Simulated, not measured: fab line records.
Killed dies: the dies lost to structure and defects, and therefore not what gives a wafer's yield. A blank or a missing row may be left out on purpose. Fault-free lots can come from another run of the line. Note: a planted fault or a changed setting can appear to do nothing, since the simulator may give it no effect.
The tool behind it: which one? || flow n5 finfet || 66 wafers from 22 lots sampled at 2 of the route's 1938 steps

## WHAT THE GAUGES READ, wafer by wafer
N5_BEOL_M7_INSPECT_13: inspects for defects (brightfield).
{"lot": "L074", "measured": "day 9 08:46", "on": "defect inspect-02", "raw defect count": "384 350 604"}
{"lot": "L076", "measured": "day 9 11:59", "on": "defect inspect-02", "raw defect count": "383 427 275"}
{"lot": "L075", "measured": "day 9 17:56", "on": "defect inspect-02", "raw defect count": "462 423 757"}
{"lot": "L077", "measured": "day 10 08:25", "on": "defect inspect-02", "raw defect count": "495 519 339"}
{"lot": "L078", "measured": "day 10 11:28", "on": "defect inspect-01", "raw defect count": "294 370 346"}
{"lot": "L079", "measured": "day 10 12:47", "on": "defect inspect-02", "raw defect count": "473 351 417"}
{"lot": "L080", "measured": "day 11 00:16", "on": "defect inspect-02", "raw defect count": "342 551 442"}
{"lot": "L081", "measured": "day 11 02:20", "on": "defect inspect-01", "raw defect count": "272 353 392"}
{"lot": "L082", "measured": "day 11 02:48", "on": "defect inspect-02", "raw defect count": "416 378 385"}
{"lot": "L083", "measured": "day 11 14:53", "on": "defect inspect-02", "raw defect count": "391 393 374"}
{"lot": "L085", "measured": "day 11 17:44", "on": "defect inspect-01", "raw defect count": "374 367 487"}
{"lot": "L084", "measured": "day 11 19:12", "on": "defect inspect-01", "raw defect count": "352 429 403"}
{"lot": "L087", "measured": "day 12 15:30", "on": "defect inspect-01", "raw defect count": "149 292 339"}
{"lot": "L089", "measured": "day 13 03:54", "on": "defect inspect-02", "raw defect count": "344 293 284"}
{"lot": "L086", "measured": "day 13 04:53", "on": "defect inspect-01", "raw defect count": "398 389 427"}
{"lot": "L088", "measured": "day 13 10:08", "on": "defect inspect-01", "raw defect count": "257 415 325"}
{"lot": "L090", "measured": "day 13 17:13", "on": "defect inspect-01", "raw defect count": "453 438 506"}
{"lot": "L093", "measured": "day 14 20:34", "on": "defect inspect-02", "raw defect count": "458 516 447"}
{"lot": "L094", "measured": "day 15 01:57", "on": "defect inspect-02", "raw defect count": "862 660 671"}
{"lot": "L092", "measured": "day 15 02:07", "on": "defect inspect-01", "raw defect count": "415 367 410"}
{"lot": "L096", "measured": "day 15 21:33", "on": "defect inspect-01", "raw defect count": "392 655 400"}
{"lot": "L097", "measured": "day 16 00:43", "on": "defect inspect-02", "raw defect count": "364 300 372"}

## TOOL THAT RAN EACH LOT (tool first, then ch and the chambers of the sampled wafers, then the start)
{"lot": "L074", "N5_BEOL_M7_CURE_74": "uv cure-02 ch 1, day 9 05:53"}
{"lot": "L076", "N5_BEOL_M7_CURE_74": "uv cure-02 ch 0, day 9 09:38"}
{"lot": "L075", "N5_BEOL_M7_CURE_74": "uv cure-03 ch 2, day 9 14:38"}
{"lot": "L077", "N5_BEOL_M7_CURE_74": "uv cure-03 ch 2, day 10 04:16"}
{"lot": "L078", "N5_BEOL_M7_CURE_74": "uv cure-03 ch 2, day 10 09:14"}
{"lot": "L079", "N5_BEOL_M7_CURE_74": "uv cure-03 ch 0, day 10 11:47"}
{"lot": "L080", "N5_BEOL_M7_CURE_74": "uv cure-03 ch 1, day 10 23:05"}
{"lot": "L081", "N5_BEOL_M7_CURE_74": "uv cure-02 ch 2, day 10 23:42"}
{"lot": "L082", "N5_BEOL_M7_CURE_74": "uv cure-03 ch 2, day 10 23:55"}
{"lot": "L083", "N5_BEOL_M7_CURE_74": "uv cure-02 ch 1, day 11 13:52"}
{"lot": "L085", "N5_BEOL_M7_CURE_74": "uv cure-03 ch 2, day 11 16:20"}
{"lot": "L084", "N5_BEOL_M7_CURE_74": "uv cure-03 ch 2, day 11 17:33"}
{"lot": "L087", "N5_BEOL_M7_CURE_74": "uv cure-02 ch 0, day 12 09:13"}
{"lot": "L089", "N5_BEOL_M7_CURE_74": "uv cure-02 ch 0, day 13 02:04"}
{"lot": "L086", "N5_BEOL_M7_CURE_74": "uv cure-03 ch 1, day 13 02:32"}
{"lot": "L088", "N5_BEOL_M7_CURE_74": "uv cure-02 ch 1, day 13 08:16"}
{"lot": "L090", "N5_BEOL_M7_CURE_74": "uv cure-03 ch 2, day 13 16:00"}
{"lot": "L093", "N5_BEOL_M7_CURE_74": "uv cure-03 ch 2, day 14 18:58"}
{"lot": "L094", "N5_BEOL_M7_CURE_74": "uv cure-02 ch 2, day 14 23:49"}
{"lot": "L092", "N5_BEOL_M7_CURE_74": "uv cure-01 ch 1, day 15 00:34"}
{"lot": "L096", "N5_BEOL_M7_CURE_74": "uv cure-01 ch 1, day 15 18:56"}
{"lot": "L097", "N5_BEOL_M7_CURE_74": "uv cure-02 ch 0, day 15 21:59"}
- N5_BEOL_M7_CURE_74: cures SiCOH lowk, time 240 s.

## AS READ BY THE TOOLS THEMSELVES (means over the sampled wafers that have a number; for cases with no such wafer, the mark the record gives instead)
N5_BEOL_M7_CURE_74.
{"lot": "L074", "tool": "uv cure-02", "lamp power pct (%)": 52.30, "wafer_temp_C_max": 387.2}
{"lot": "L076", "tool": "uv cure-02", "lamp power pct (%)": 52.27, "wafer_temp_C_max": 386.0}
{"lot": "L075", "tool": "uv cure-03", "lamp power pct (%)": 52.32, "wafer_temp_C_max": 387.7}
{"lot": "L077", "tool": "uv cure-03", "lamp power pct (%)": 52.33, "wafer_temp_C_max": 387.5}
{"lot": "L078", "tool": "uv cure-03", "lamp power pct (%)": 52.28, "wafer_temp_C_max": 387.7}
{"lot": "L079", "tool": "uv cure-03", "lamp power pct (%)": 52.25, "wafer_temp_C_max": 386.9}
{"lot": "L080", "tool": "uv cure-03", "lamp power pct (%)": 52.31, "wafer_temp_C_max": 386.8}
{"lot": "L081", "tool": "uv cure-02", "lamp power pct (%)": 52.30, "wafer_temp_C_max": 386.9}
{"lot": "L082", "tool": "uv cure-03", "lamp power pct (%)": 52.27, "wafer_temp_C_max": 387.5}
{"lot": "L083", "tool": "uv cure-02", "lamp power pct (%)": 52.30, "wafer_temp_C_max": 387.1}
{"lot": "L085", "tool": "uv cure-03", "lamp power pct (%)": 52.33, "wafer_temp_C_max": 388.2}
{"lot": "L084", "tool": "uv cure-03", "lamp power pct (%)": 52.32, "wafer_temp_C_max": 387.6}
{"lot": "L087", "tool": "uv cure-02", "lamp power pct (%)": 52.30, "wafer_temp_C_max": 386.2}
{"lot": "L089", "tool": "uv cure-02", "lamp power pct (%)": 52.30, "wafer_temp_C_max": 386.2}
{"lot": "L086", "tool": "uv cure-03", "lamp power pct (%)": 52.32, "wafer_temp_C_max": 386.2}
{"lot": "L088", "tool": "uv cure-02", "lamp power pct (%)": 52.35, "wafer_temp_C_max": 386.6}
{"lot": "L090", "tool": "uv cure-03", "lamp power pct (%)": 52.27, "wafer_temp_C_max": 387.2}
{"lot": "L093", "tool": "uv cure-03", "lamp power pct (%)": 52.31, "wafer_temp_C_max": 387.3}
{"lot": "L094", "tool": "uv cure-02", "lamp power pct (%)": 52.31, "wafer_temp_C_max": 386.9}
{"lot": "L092", "tool": "uv cure-01", "lamp power pct (%)": 52.29, "wafer_temp_C_max": 386.1}
{"lot": "L096", "tool": "uv cure-01", "lamp power pct (%)": 52.33, "wafer_temp_C_max": 385.9}
{"lot": "L097", "tool": "uv cure-02", "lamp power pct (%)": 52.28, "wafer_temp_C_max": 386.2}

## THE ANSWER, worked out from the rows above alone
Rule: usual is defined by the lots themselves. The widest of any qualifying gaps counts: lots, ordered by their means at a reading, are off when they make up no more than a third of the lots, leave a main group of 4 or more, and stand apart from it by 3 or more times the standard deviation of that group's means. Not used: any main group whose means are identical at the precision the tables above print for the reading. Also off: a lot with no number at a reading for which 4 or more lots have one. All remaining lots with rows at the step are treated as sound. Order of review: gauges by route order, followed by the tools' own readings, for which a lot's mean as printed above is used. At the first step where some lot is off, the reading lying furthest off is the one used; lots without a number count as furthest.
No lot is off at any reading shown: from this, nothing can be told.

## WHAT THE SIMULATOR HAD INSERTED
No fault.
